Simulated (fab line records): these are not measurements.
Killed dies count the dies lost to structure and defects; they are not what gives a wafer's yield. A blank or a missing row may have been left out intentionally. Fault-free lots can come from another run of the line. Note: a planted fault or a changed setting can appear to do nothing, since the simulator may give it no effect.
fab line records	flow n5Finfet
record lots=9	wafers=26	lastDay=20
route steps=1938 shown BEOL_M0_CUTY@711 BEOL_M0@717 BEOL_M4@1111 PASSIVATION@1936
lots untouched by any fault: they come from a run of this same line in which no faults occurred
startH: start of the lot's first displayed wafer, in hours after the record's first day	waitH: time in hours since the lot's previous step	" identical to the entry in the row above	L1.1+2: a single row standing in for several wafers	- no value, or no start given	* or withheld: withheld	< > ~ a bound
route shown NAME@n: NAME is a module with steps in the file, n the number in the route of the first one	usual: average and standard deviation across the fault-free wafers	same: alike in all rows	chamber/n: place in a boat	sites: the reading at each site	_std_site: the standard deviation of these	_edge_site: mean of outer sites minus mean of inner sites	radiusMm: for every site, how far away it sits from the centre of the wafer	mask NAME#n: copy n	behind: tool/chamber where the wafer was last shaped	hold: the reason the lot was held/the length of the hold in hours/how it ended	device: transistor that didn't switch, given as n, p or np	end of line: the same wafers' tests at the end of the route	where a step has no rows: the recipe by itself	killed: at the first sort, the dies lost to defects and structure; wafer yield is something else	map: a wafer's dies, marking killed ones x, the rest . and places with no die _
set.NAME: the run value of the setting; set.NAME@STEP: its run value at that earlier step	model.NAME: the simulator's own value behind a step, which no gauge read
steps of the route over a sample of lots; a table a step, a row a wafer
services: the hour from which a tool's chamber was out of use, counted from the record's first day as startH (under 0 if before that day), plus the number of hours and why
## steps
# step N5_BEOL_M0_CUTY_DESCUM_61
# recipe chemistry=O2	timeS=7.9	sourcePowerW=50	biasPowerW=20	pressureMtorr=20	rfFrequencyHz=2.712e+07	tempC=40	resist=CAR-ArF-block	o2FlowSccm=225
# usual chamberPressureMTorr=20.001/0.02	drypumpMotorCurrentA=5.7/0.53	oesProductAu=0.78/0.097	rfVppV=242.9/1.5	showerheadPlenumPTorr=2.08/0.085	throttleValvePct=20.36/0.22
lot.wafer	tool	chamber	startH	waitH	chamberPressureMTorr	drypumpMotorCurrentA	oesProductAu	rfHoursCounterH	rfVppV	showerheadPlenumPTorr	throttleValvePct
L795.1	rieDiel-02	1	116.95	0.0	20.021	5.7	0.97	6	242.1	2.06	20.10
L795.5	"	3	"	"	20.006	6.8	0.84	-	244.3	2.24	20.65
L795.6	"	0	"	"	19.985	5.3	0.89	-	244.6	2.22	20.33
L799.1	rieDiel-03	0	139.61	0.1	20.031	5.0	0.71	197	242.7	2.08	20.18
L799.2	"	2	"	"	20.028	5.7	0.66	246	240.4	1.98	20.68
L799.4	"	3	"	"	19.987	6.0	0.67	238	240.9	1.98	20.48
L800.4	rieDiel-05	2	143.49	0.4	19.984	5.9	0.86	57	242.9	2.12	20.05
L800.5	"	0	"	"	19.999	6.4	0.70	-	241.4	1.97	20.81
L800.6	"	1	"	"	19.986	5.2	0.72	-	243.5	2.06	20.13
L801.1	rieDiel-05	3	147.76	0.0	20.014	5.3	0.73	174	242.7	2.09	20.22
L801.5	"	2	"	"	19.986	5.9	0.86	-	243.3	2.12	20.07
L801.6	"	1	"	"	19.979	5.2	0.73	-	243.6	2.06	20.12
L802.2	rieDiel-05	1	154.32	0.1	20.027	5.2	0.72	202	242.5	2.06	20.14
L802.6	"	0	"	"	19.962	6.4	0.70	-	241.1	1.97	20.82
L809.3	rieDiel-03	0	205.84	0.0	20.033	5.0	0.68	224	243.8	2.07	20.21
L809.4	"	2	"	"	20.012	5.7	0.94	-	245.6	2.24	20.37
L809.5	"	1	"	"	20.009	6.3	0.85	-	242.6	2.02	20.63
L812.2	rieDiel-02	0	218.36	0.0	20.001	5.3	0.84	52	245.0	2.20	20.39
L812.3	"	1	"	"	20.025	5.6	0.88	40	241.9	2.05	20.14
L812.4	"	3	"	"	19.971	6.8	0.80	87	243.7	2.23	20.68
L814.1	rieDiel-03	2	229.89	0.0	20.005	5.7	0.92	24	245.2	2.24	20.37
L814.3	"	0	"	"	20.027	5.0	0.68	235	243.1	2.07	20.22
L814.4	"	1	"	"	19.993	6.3	0.84	72	241.1	2.02	20.65
L815.1	rieDiel-02	3	238.88	0.0	19.954	6.8	0.78	94	245.3	2.23	20.72
L815.4	"	2	"	"	20.037	6.5	0.76	168	242.3	2.00	20.49
L815.6	"	0	"	"	20.003	5.3	0.81	-	244.4	2.20	20.38
# step N5_BEOL_M0_STRIP_140
# recipe chemistry=CF4	resist=SiARC	powerW=300	biasPowerW=75	pressureMtorr=50	cf4FlowSccm=150	rfFrequencyHz=6e+07
# usual biasPowerW=75.02/0.18	cf4FlowSccm=149.9/0.48	chamberPressureMTorr=50.01/0.061	drypumpMotorCurrentA=5.7/0.54	oesProductAu=0.78/0.093	rfVppV=271.1/1.8	showerheadPlenumPTorr=1.79/0.063	throttleValvePct=13.47/0.21
lot.wafer	tool	chamber	startH	waitH	biasPowerW	cf4FlowSccm	chamberPressureMTorr	drypumpMotorCurrentA	oesProductAu	rfHoursCounterH	rfVppV	showerheadPlenumPTorr	throttleValvePct
L795.1	rieDiel-03	0	122.16	0.2	74.93	150.7	49.97	5.0	0.71	192	269.0	1.77	13.39
L795.5	"	1	"	"	74.90	150.1	50.07	6.3	0.89	-	270.9	1.75	13.63
L795.6	"	0	"	"	75.10	151.8	49.96	5.0	0.71	-	270.9	1.78	13.36
L799.1	rieDiel-03	1	140.29	0.3	-	-	-	-	-	-	-	-	-
L799.2	"	2	"	"	-	-	-	-	-	-	-	-	-
L799.4	"	0	"	"	-	-	-	-	-	-	-	-	-
L800.4	rieDiel-05	1	144.02	0.1	-	-	-	-	-	-	-	-	-
L800.5	"	2	"	"	-	-	-	-	-	-	-	-	-
L800.6	"	3	"	"	-	-	-	-	-	-	-	-	-
L801.1	rieDiel-05	2	153.80	0.1	-	-	-	-	-	-	-	-	-
L801.5	"	1	"	"	-	-	-	-	-	-	-	-	-
L801.6	"	0	"	"	-	-	-	-	-	-	-	-	-
L802.2	rieDiel-05	3	159.75	0.1	75.24	149.0	50.03	5.3	0.73	179	271.4	1.78	13.40
L802.6	"	1	"	"	75.05	149.9	50.03	5.1	0.72	-	271.0	1.77	13.47
L809.3	rieDiel-05	3	208.28	0.1	74.98	149.6	50.05	5.3	0.72	197	269.5	1.78	13.42
L809.4	"	3	"	"	75.02	150.1	50.04	5.3	0.71	-	272.8	1.78	13.45
L809.5	"	1	"	"	75.01	149.2	50.04	5.2	0.70	-	269.7	1.76	13.50
L812.2	rieDiel-03	2	218.91	0.1	74.80	150.5	50.06	5.7	0.93	18	276.2	1.90	13.35
L812.3	"	1	"	"	74.86	149.9	50.01	6.3	0.83	67	271.8	1.74	13.72
L812.4	"	0	"	"	74.90	150.0	49.99	5.0	0.69	-	271.3	1.77	13.43
L814.1	rieDiel-05	1	232.88	0.1	74.78	149.5	49.96	5.2	0.70	234	271.9	1.76	13.55
L814.3	"	0	"	"	75.07	149.4	49.97	6.4	0.94	3	273.1	1.90	13.56
L814.4	"	3	"	"	74.82	149.7	50.06	5.3	0.71	207	272.8	1.78	13.43
L815.1	rieDiel-05	1	243.27	0.2	75.13	150.3	50.13	5.1	0.70	237	268.9	1.76	13.55
L815.4	"	3	"	"	74.80	149.5	49.93	5.3	0.70	211	270.9	1.77	13.47
L815.6	"	1	"	"	75.08	150.5	49.92	5.1	0.69	-	271.7	1.76	13.54
# step N5_BEOL_M0_ETCH_128
# recipe chemistry=CF4/N2	targetDepthA=120	overetchA=51	target=SiCN	timeS=21.4	ionEnergyEv=150	pressureMtorr=40	sourceW=430	biasW=70	Ar_flow_sccm=100	cf4FlowSccm=60	n2FlowSccm=60
# usual chamberPressureMTorr=40.00/0.034	drypumpMotorCurrentA=5.8/0.57	oesProductAu=0.55/0.061	rfVppV=382.5/2.3	showerheadPlenumPTorr=2.21/0.091	throttleValvePct=15.33/0.21
lot.wafer	tool	chamber	startH	waitH	chamberPressureMTorr	drypumpMotorCurrentA	oesProductAu	rfHoursCounterH	rfVppV	showerheadPlenumPTorr	throttleValvePct
L795.1	rieDiel-03	0	122.33	0.1	39.96	5.0	0.49	192	382.3	2.19	15.19
L795.5	"	2	"	"	40.03	5.7	0.46	-	380.6	2.09	15.66
L795.6	"	1	"	"	40.02	6.3	0.61	-	381.1	2.16	15.53
L799.1	rieDiel-02	2	140.44	0.0	40.02	6.6	0.54	134	380.0	2.11	15.31
L799.2	"	3	"	"	40.00	6.8	0.57	60	384.9	2.32	15.42
L799.4	"	0	"	"	40.00	5.3	0.63	25	385.5	2.35	15.41
L800.4	rieDiel-03	1	144.17	0.0	40.00	6.3	0.60	38	382.3	2.15	15.54
L800.5	"	2	"	"	40.02	5.7	0.46	-	379.3	2.08	15.68
L800.6	"	3	"	"	39.99	6.0	0.47	-	380.2	2.08	15.51
L801.1	rieDiel-03	2	153.94	0.0	39.97	5.7	0.46	249	380.3	2.08	15.67
L801.5	"	3	"	"	39.98	5.9	0.46	-	379.5	2.08	15.50
L801.6	"	2	"	"	40.00	5.7	0.45	-	380.3	2.08	15.68
L802.2	rieDiel-02	2	160.08	0.2	39.99	6.5	0.52	141	381.5	2.11	15.32
L802.6	"	2	"	"	39.98	6.5	0.53	-	381.4	2.11	15.33
L809.3	rieDiel-02	3	208.43	0.0	39.94	6.8	0.54	84	385.3	2.31	15.47
L809.4	"	1	"	"	40.03	5.6	0.61	37	381.7	2.16	15.06
L809.5	"	0	"	"	39.97	5.3	0.59	-	386.9	2.34	15.45
L812.2	rieDiel-03	2	219.35	0.3	39.93	5.8	0.64	18	386.2	2.34	15.23
L812.3	"	1	"	"	39.99	6.3	0.57	67	382.0	2.14	15.61
L812.4	"	2	"	"	40.02	5.7	0.65	-	386.3	2.34	15.23
L814.1	rieDiel-05	0	233.03	0.0	39.97	6.4	0.64	3	384.8	2.35	15.46
L814.3	"	3	"	"	40.04	5.3	0.49	207	381.8	2.19	15.29
L814.4	"	2	"	"	40.02	5.8	0.56	93	383.4	2.21	15.04
L815.1	rieDiel-02	0	243.71	0.3	40.00	5.3	0.56	62	385.6	2.34	15.49
L815.4	"	1	"	"	40.00	5.6	0.60	49	382.3	2.15	15.09
L815.6	"	0	"	"	39.98	5.3	0.57	-	386.0	2.34	15.46
# step N5_BEOL_M0_OCD_MEAS_108
# usual trenchDepthNm=32.8/0.62
lot.wafer	tool	chamber	startH	waitH	trenchDepthNm
L795.1	ocd-02	-	122.48	0.1	33.2
L795.5	"	-	"	"	32.5
L795.6	"	-	"	"	33.5
L799.1	ocd-02	-	140.58	0.1	33.0
L799.2	"	-	"	"	33.8
L799.4	"	-	"	"	32.1
L800.4	ocd-02	-	144.32	0.1	33.7
L800.5	"	-	"	"	32.8
L800.6	"	-	"	"	33.1
L801.1	ocd-01	-	154.09	0.1	31.9
L801.5	"	-	"	"	33.7
L801.6	"	-	"	"	32.1
L802.2	ocd-01	-	160.22	0.1	33.4
L802.6	"	-	"	"	33.0
L809.3	ocd-02	-	208.58	0.1	32.6
L809.4	"	-	"	"	33.0
L809.5	"	-	"	"	32.2
L812.2	ocd-01	-	219.49	0.1	33.2
L812.3	"	-	"	"	33.5
L812.4	"	-	"	"	33.5
L814.1	ocd-01	-	233.17	0.1	33.7
L814.3	"	-	"	"	31.7
L814.4	"	-	"	"	32.7
L815.1	ocd-02	-	243.86	0.1	31.9
L815.4	"	-	"	"	32.0
L815.6	"	-	"	"	32.1
# step N5_BEOL_M4_RC_MEAS_101
# usual DIBL_N=37.0/1.6	DIBL_P=37.0/2.1	IOFF_N=0.17/0.032	IOFF_P=0.22/0.043	ION_N=679/13	ION_P=465/9.5	SS_N=71.7/0.59	SS_P=73.6/0.64	VT_N=249/3.2	VT_P=-249/4.1
lot.wafer	tool	chamber	startH	waitH	DIBL_N[mV/V]	DIBL_P[mV/V]	IOFF_N[nA/um]	IOFF_P[nA/um]	ION_N[uA/um]	ION_P[uA/um]	SS_N[mV/dec]	SS_P[mV/dec]	VT_N[mV]	VT_P[mV]
L795.1	prober-01	0	237.33	0.0	36.1	34.2	0.13	0.17	663	454	71.3	73.7	252	-257
L795.5	"	0	"	"	37.7	34.9	0.15	0.18	662	453	71.9	73.6	252	-256
L795.6	"	0	"	"	35.1	34.2	0.12	0.17	656	450	72.3	73.1	257	-255
L799.1	prober-02	0	237.69	0.0	39.1	40.2	0.24	0.30	680	467	72.0	74.4	245	-247
L799.2	"	0	"	"	34.8	35.0	0.13	0.19	659	463	71.8	73.2	254	-249
L799.4	"	0	"	"	36.4	37.1	0.18	0.23	685	468	72.3	73.3	250	-248
L800.4	prober-01	0	259.11	0.5	38.3	38.2	0.19	0.23	691	469	72.0	73.2	246	-249
L800.5	"	0	"	"	39.5	38.6	0.22	0.24	683	465	72.1	74.2	241	-248
L800.6	"	0	"	"	38.3	38.5	0.20	0.22	685	467	71.9	73.5	245	-250
L802.2	prober-01	0	277.87	0.2	39.5	38.6	0.20	0.24	681	461	72.1	72.5	247	-249
L802.6	"	0	"	"	38.1	37.6	0.16	0.23	688	471	71.3	73.8	249	-249
L801.1	prober-02	0	298.56	0.0	35.3	36.0	0.17	0.23	687	472	71.3	73.0	247	-247
L801.5	"	0	"	"	35.4	36.8	0.17	0.25	696	477	70.7	73.4	248	-247
L801.6	"	0	"	"	36.9	38.3	0.19	0.26	679	464	71.1	73.2	249	-247
L809.3	prober-02	0	320.45	0.3	38.4	38.5	0.21	0.31	691	481	72.2	73.4	244	-243
L809.4	"	0	"	"	35.5	34.1	0.15	0.22	667	459	71.4	73.4	249	-248
L809.5	"	0	"	"	38.5	37.9	0.21	0.28	682	473	72.4	73.9	244	-247
L812.2	prober-01	0	342.48	0.3	39.9	43.9	0.27	0.38	698	481	72.1	75.1	241	-241
L812.3	"	0	"	"	34.1	37.2	0.14	0.22	659	458	71.6	73.2	249	-251
L812.4	"	0	"	"	33.9	35.6	0.14	0.20	655	453	71.4	73.2	251	-249
L814.1	prober-02	0	343.28	0.0	35.7	35.7	0.15	0.22	668	463	72.1	73.2	249	-248
L814.3	"	0	"	"	37.2	38.3	0.19	0.26	687	472	72.0	73.7	248	-247
L814.4	"	0	"	"	36.7	36.9	0.16	0.21	670	458	71.7	74.2	252	-249
L815.1	prober-01	0	367.91	0.0	36.6	36.5	0.17	0.20	679	456	71.8	73.6	247	-254
L815.4	"	0	"	"	34.4	34.2	0.13	0.17	667	457	70.5	72.9	251	-253
L815.6	"	0	"	"	34.6	34.8	0.14	0.18	679	464	70.6	73.1	251	-252
# step N5_PASSIVATION_PROBE_49
# usual defectLimitedYield=91.2/1.6	killed_at_M0_to_M3=33/11	killed_at_M4_up=14/5	killedAtContacts=12/5.8	killedAtFrontEnd=41/12	killedAtOther=3.5/2.9	killedDies=104/19	killedOnRim=13/4.2	killedOpen=68/14	killedShort=34/8.8	sort_bin_4_leakage=0.00/0.017	sort_bin_5_function=5.2/1.1	sort_bin_6_memory=3.2/0.71	sortNPass=1076/19	sortYieldPct=91.2/1.6
# same grossDies=1180	killedAtBackSide=0	sort_bin_8_speed[%]=0
lot.wafer	tool	chamber	startH	waitH	defectLimitedYield[%]	killed_at_M0_to_M3	killed_at_M4_up	killedAtContacts	killedAtFrontEnd	killedAtOther	killedDies	killedOnRim	killedOpen	killedShort	sort_bin_4_leakage[%]	sort_bin_5_function[%]	sort_bin_6_memory[%]	sortNPass	sortYieldPct[%]
L795.1	prober-01	-	344.71	0.5	92.9	15	19	10	36	4	84	8	53	31	0	4.2	2.7	1096	92.9
L795.5	prober-01	-	344.91	0.7	92.7	36	11	11	26	2	86	8	57	27	0	4.4	2.5	1094	92.7
L795.6	prober-01	-	344.96	0.7	91.9	27	15	21	32	0	95	13	70	25	0	5.2	2.8	1085	91.9
L799.1	prober-02	-	350.63	0.0	60.5	391	11	7	57	0	466	119	58	38	0	36.4	2.5	714	60.5
L799.2	prober-02	-	350.68	0.1	60.5	394	9	10	52	1	466	26	59	45	0	35.9	3.2	714	60.5
L799.4	prober-02	-	350.78	0.2	75.0	208	29	16	42	0	295	19	75	37	0	20.1	3.8	885	75.0
L800.4	prober-02	-	370.76	0.2	61.0	371	14	15	57	3	460	126	79	36	0	34.9	3.7	720	61.0
L800.5	prober-02	-	370.81	0.2	72.2	241	20	14	49	4	328	10	76	27	0	24.6	2.7	852	72.2
L800.6	prober-02	-	370.86	0.3	60.1	374	16	11	59	11	471	16	100	31	0	35.8	3.8	709	60.1
L802.2	prober-02	-	385.76	0.1	91.9	31	11	18	35	1	96	15	68	28	0	4.5	3.5	1084	91.9
L802.6	prober-02	-	385.96	0.3	92.7	20	8	8	46	4	86	14	63	22	0	4.2	3.0	1094	92.7
L801.1	prober-01	-	406.55	0.0	45.3	570	20	11	43	2	646	139	79	45	0	50.7	3.6	534	45.3
L801.5	prober-01	-	406.75	0.2	65.4	333	11	11	50	3	408	116	63	46	0	31.2	3.1	772	65.4
L801.6	prober-01	-	406.80	0.3	44.1	576	18	5	60	1	660	141	75	43	0	51.9	3.2	520	44.1
L809.3	prober-02	-	425.06	0.1	88.1	47	21	13	54	5	140	26	109	30	0	6.4	5.2	1040	88.1
L809.4	prober-02	-	425.11	0.2	91.8	30	15	3	39	10	97	13	58	35	0	5.3	2.4	1083	91.8
L809.5	prober-02	-	425.16	0.2	90.4	51	17	9	34	2	113	11	74	39	0	5.7	3.1	1067	90.4
L812.2	prober-01	-	449.66	0.1	94.5	27	12	8	16	2	65	7	44	21	0.17	4.0	1.4	1113	94.3
L812.3	prober-01	-	449.71	0.1	91.8	33	13	12	37	2	97	12	63	32	0	4.9	3.2	1083	91.8
L812.4	prober-01	-	449.76	0.2	93.1	42	8	8	23	0	81	10	61	19	0	4.9	1.9	1099	93.1
L814.1	prober-02	-	452.80	0.0	91.3	26	12	19	43	3	103	11	60	43	0	4.9	3.2	1077	91.3
L814.3	prober-02	-	452.90	0.1	94.1	7	18	9	36	0	70	8	36	34	0	3.1	2.6	1110	94.1
L814.4	prober-02	-	452.95	0.2	91.6	24	12	13	47	3	99	14	72	27	0	4.9	3.1	1081	91.6
L815.1	prober-01	-	468.90	0.0	90.6	53	9	20	24	5	111	18	74	37	0	5.5	3.8	1069	90.6
L815.4	prober-01	-	469.05	0.2	92.5	24	8	18	31	8	89	14	68	20	0	4.6	2.9	1091	92.5
L815.6	prober-01	-	469.15	0.3	90.2	41	12	4	56	3	116	13	90	26	0	6.0	3.6	1064	90.2
# killed by level:class
L795.1 BEOL_M4:geometricParticle:open=10 FIN_SAQP:geometricParticle:open=6 STI_FIN_REVEAL:geometricParticle:open=6 MOL_CONTACT_COAG:geometricParticle:open=6 FIN_SAQP:geometricParticle:short=5 MOL_CONTACT_COAG:geometricParticle:short=4 BEOL_M0_SAQP:geometricParticle:short=4 STARTING-WAFER:geometricParticle:open=4
L795.5 BEOL_M2:geometricParticle:open=13 BEOL_M3:geometricParticle:open=12 MOL_CONTACT_COAG:geometricParticle:open=7 STI_FIN_REVEAL:geometricParticle:open=5 FIN_SAQP:geometricParticle:short=4 BEOL_M4:geometricParticle:short=4 FIN_SAQP:geometricParticle:open=3 GATE_CUT:geometricParticle:open=3
L795.6 MOL_CONTACT_COAG:geometricParticle:open=18 FIN_SAQP:geometricParticle:open=12 BEOL_M2:geometricParticle:open=8 FIN_SAQP:geometricParticle:short=5 STI_FIN_REVEAL:geometricParticle:open=5 BEOL_M1:geometricParticle:open=5 BEOL_M3:geometricParticle:open=5 GATE_CUT:geometricParticle:short=4
L799.1 BEOL_M0:areaAld=368 FIN_SAQP:geometricParticle:short=15 FIN_SAQP:geometricParticle:open=11 GATE_CUT:geometricParticle:short=6 BEOL_M2:geometricParticle:open=6 STI_FIN_REVEAL:geometricParticle:open=5 MOL_CONTACT_COAG:geometricParticle:open=5 STARTING-WAFER:geometricParticle:short=5
L799.2 BEOL_M0:areaAld=359 FIN_SAQP:geometricParticle:short=20 FIN_SAQP:geometricParticle:open=11 MOL_CONTACT_COAG:geometricParticle:open=9 BEOL_M0_SAQP:geometricParticle:short=8 BEOL_M0:geometricParticle:open=6 BEOL_M0_SAQP:geometricParticle:open=6 STI_FIN_REVEAL:geometricParticle:open=4
L799.4 BEOL_M0:areaAld=171 BEOL_M4:geometricParticle:open=17 MOL_CONTACT_COAG:geometricParticle:open=11 BEOL_M2:geometricParticle:open=11 HKMG_FIN:areaEtch=9 FIN_SAQP:geometricParticle:short=8 BEOL_M1:geometricParticle:open=6 BEOL_M3:geometricParticle:open=6
L800.4 BEOL_M0:areaAld=345 STI_FIN_REVEAL:geometricParticle:open=17 FIN_SAQP:geometricParticle:open=13 BEOL_M4:geometricParticle:open=11 MOL_CONTACT_COAG:geometricParticle:open=10 BEOL_M3:geometricParticle:open=8 GATE_CUT:geometricParticle:short=6 MOL_CONTACT_COAG:geometricParticle:short=5
L800.5 BEOL_M0:areaAld=223 STI_FIN_REVEAL:geometricParticle:open=20 MOL_CONTACT_COAG:geometricParticle:open=10 BEOL_M0_SAQP:geometricParticle:open=7 BEOL_M4:geometricParticle:open=7 DUMMY_GATE:geometricParticle:open=6 ILD0:geometricParticle:short=5 GATE_CUT:geometricParticle:open=5
L800.6 BEOL_M0:areaAld=340 FIN_SAQP:geometricParticle:open=21 STI_FIN_REVEAL:geometricParticle:open=19 BEOL_M2:geometricParticle:open=11 BEOL_M4:geometricParticle:open=9 MOL_CONTACT_COAG:geometricParticle:open=7 BEOL_M3:geometricParticle:open=7 BEOL_M1:geometricParticle:short=5
L802.2 MOL_CONTACT_COAG:geometricParticle:open=13 BEOL_M3:geometricParticle:open=9 FIN_SAQP:geometricParticle:open=6 BEOL_M1:geometricParticle:open=6 STI_FIN_REVEAL:geometricParticle:open=5 DUMMY_GATE:geometricParticle:open=5 MOL_CONTACT_COAG:geometricParticle:short=5 BEOL_M0:geometricParticle:open=5
L802.6 FIN_SAQP:geometricParticle:open=17 GATE_CUT:geometricParticle:short=9 MOL_CONTACT_COAG:geometricParticle:open=7 STI_FIN_REVEAL:geometricParticle:open=6 BEOL_M0_SAQP:geometricParticle:short=5 BEOL_M2:geometricParticle:open=5 ILD0:geometricParticle:open=4 BEOL_M4:geometricParticle:open=4
L801.1 BEOL_M0:areaAld=522 BEOL_M0_SAQP:geometricParticle:short=19 BEOL_M0_SAQP:geometricParticle:open=17 FIN_SAQP:geometricParticle:short=10 MOL_CONTACT_COAG:geometricParticle:open=10 BEOL_M4:geometricParticle:open=8 FIN_SAQP:geometricParticle:open=7 BEOL_M5:geometricParticle:open=7
L801.5 BEOL_M0:areaAld=299 FIN_SAQP:geometricParticle:short=18 BEOL_M0_SAQP:geometricParticle:open=13 BEOL_M0_SAQP:geometricParticle:short=11 FIN_SAQP:geometricParticle:open=9 MOL_CONTACT_COAG:geometricParticle:open=9 GATE_CUT:geometricParticle:open=7 STARTING-WAFER:geometricParticle:open=4
L801.6 BEOL_M0:areaAld=536 BEOL_M0_SAQP:geometricParticle:short=15 DUMMY_GATE:geometricParticle:open=15 BEOL_M4:geometricParticle:open=12 BEOL_M0_SAQP:geometricParticle:open=12 FIN_SAQP:geometricParticle:open=9 FIN_SAQP:geometricParticle:short=8 HKMG_FIN:areaEtch=6
L809.3 FIN_SAQP:geometricParticle:open=17 BEOL_M2:geometricParticle:open=14 STI_FIN_REVEAL:geometricParticle:open=12 MOL_CONTACT_COAG:geometricParticle:open=12 BEOL_M1:geometricParticle:open=11 BEOL_M0_SAQP:geometricParticle:open=10 BEOL_M4:geometricParticle:open=7 STARTING-WAFER:geometricParticle:open=5
L809.4 FIN_SAQP:geometricParticle:open=9 BEOL_M1:geometricParticle:open=7 BEOL_M3:geometricParticle:open=7 STI_FIN_REVEAL:geometricParticle:open=6 BEOL_M4:geometricParticle:open=5 FIN_SAQP:geometricParticle:short=4 BEOL_M3:geometricParticle:short=4 HKMG_FIN:areaEtch=4
L809.5 BEOL_M0_SAQP:geometricParticle:short=14 BEOL_M2:geometricParticle:open=10 BEOL_M0_SAQP:geometricParticle:open=9 MOL_CONTACT_COAG:geometricParticle:open=8 BEOL_M4:geometricParticle:open=8 BEOL_M3:geometricParticle:open=7 FIN_SAQP:geometricParticle:open=6 STI_FIN_REVEAL:geometricParticle:open=6
L812.2 BEOL_M0_SAQP:geometricParticle:open=11 MOL_CONTACT_COAG:geometricParticle:open=7 BEOL_M0_SAQP:geometricParticle:short=6 GATE_CUT:geometricParticle:short=5 BEOL_M2:geometricParticle:open=4 BEOL_M5:geometricParticle:short=4 STI_FIN_REVEAL:geometricParticle:open=3 BEOL_M3:geometricParticle:open=3
L812.3 MOL_CONTACT_COAG:geometricParticle:open=9 BEOL_M0_SAQP:geometricParticle:open=9 BEOL_M0_SAQP:geometricParticle:short=8 STI_FIN_REVEAL:geometricParticle:open=7 BEOL_M2:geometricParticle:open=5 FIN_SAQP:geometricParticle:open=4 GATE_CUT:geometricParticle:open=4 BEOL_M3:geometricParticle:short=4
L812.4 BEOL_M3:geometricParticle:open=16 BEOL_M0_SAQP:geometricParticle:open=8 MOL_CONTACT_COAG:geometricParticle:open=7 BEOL_M0_SAQP:geometricParticle:short=7 STI_FIN_REVEAL:geometricParticle:open=5 GATE_CUT:geometricParticle:short=5 BEOL_M2:geometricParticle:open=5 BEOL_M1:geometricParticle:open=4
L814.1 FIN_SAQP:geometricParticle:open=11 MOL_CONTACT_COAG:geometricParticle:open=11 FIN_SAQP:geometricParticle:short=8 MOL_CONTACT_COAG:geometricParticle:short=8 BEOL_M2:geometricParticle:open=5 DUMMY_GATE:geometricParticle:open=5 GATE_CUT:geometricParticle:short=5 BEOL_M4:geometricParticle:open=5
L814.3 FIN_SAQP:geometricParticle:short=8 BEOL_M4:geometricParticle:open=8 MOL_CONTACT_COAG:geometricParticle:open=7 STI_FIN_REVEAL:geometricParticle:open=5 FIN_SAQP:geometricParticle:open=4 GATE_CUT:geometricParticle:short=4 BEOL_M4:geometricParticle:short=4 STARTING-WAFER:geometricParticle:short=4
L814.4 STI_FIN_REVEAL:geometricParticle:open=14 MOL_CONTACT_COAG:geometricParticle:open=12 DUMMY_GATE:geometricParticle:open=7 GATE_CUT:geometricParticle:short=6 FIN_SAQP:geometricParticle:open=5 BEOL_M3:geometricParticle:open=5 FIN_SAQP:geometricParticle:short=4 BEOL_M0_SAQP:geometricParticle:open=4
L815.1 BEOL_M0_SAQP:geometricParticle:open=19 BEOL_M0_SAQP:geometricParticle:short=16 MOL_CONTACT_COAG:geometricParticle:open=15 BEOL_M2:geometricParticle:open=7 BEOL_M4:geometricParticle:open=6 DUMMY_GATE:geometricParticle:open=5 MOL_CONTACT_COAG:geometricParticle:short=5 BEOL_M3:geometricParticle:open=4
L815.4 STI_FIN_REVEAL:geometricParticle:open=15 MOL_CONTACT_COAG:geometricParticle:open=15 BEOL_M1:geometricParticle:open=12 BEOL_M2:geometricParticle:open=5 FIN_SAQP:geometricParticle:short=3 DUMMY_GATE:geometricParticle:open=3 MOL_CONTACT_COAG:geometricParticle:short=3 BEOL_M4:geometricParticle:open=3
L815.6 STI_FIN_REVEAL:geometricParticle:open=35 BEOL_M0_SAQP:geometricParticle:open=11 BEOL_M0_SAQP:geometricParticle:short=10 BEOL_M1:geometricParticle:open=7 FIN_SAQP:geometricParticle:open=5 BEOL_M2:geometricParticle:open=5 FIN_SAQP:geometricParticle:short=4 BEOL_M0:geometricParticle:open=4
## services
tool	chamber	startH	hours	kind
rieDiel-03	-	145.13	5.1	repair
rieDiel-05	-	153.20	0.2	repair
rieDiel-03	2	155.59	-	clean
rieDiel-03	2	155.59	-	consumableReplace:focusRing
rieDiel-03	2	155.59	-	consumableReplace:showerhead
rieDiel-03	2	155.59	19.7	scheduledDown
rieDiel-03	2	155.59	19.7	ventCycle
rieDiel-02	1	172.00	5.8	repair
rieDiel-03	3	172.89	20.0	repair
rieDiel-05	0	200.20	-	clean
rieDiel-05	0	200.20	-	consumableReplace:focusRing
rieDiel-05	0	200.20	-	consumableReplace:showerhead
rieDiel-05	0	200.20	24.7	scheduledDown
rieDiel-05	0	200.20	24.7	ventCycle
rieDiel-03	2	231.55	11.5	repair
## key
firstSign step=N5_BEOL_M0_STRIP_140	reading=toolRecord	direction=missing
effect step=N5_PASSIVATION_PROBE_49	reading=killed_at_M0_to_M3	direction=up	sigmas=32	usual=33	struck=384
moreKillsBornAt N5_BEOL_M0_ALD_136@aldMetal-04=1806	N5_BEOL_M0_ALD_136@aldMetal-03=1357
metAt N5_BEOL_M0_STRIP_140
struckLots L799,L800,L801
notActingAt N5_BEOL_M0_CUTY_DESCUM_61,N5_BEOL_M0_ETCH_128,N5_BEOL_M0_OCD_MEAS_108
onsetBetween 122.16 140.29
fault kind=skippedStepWhole	tool=rieDiel-03,rieDiel-05	chamber=-	onsetH=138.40	steps=N5_BEOL_M0_STRIP_140	scope=struckLotsOnly
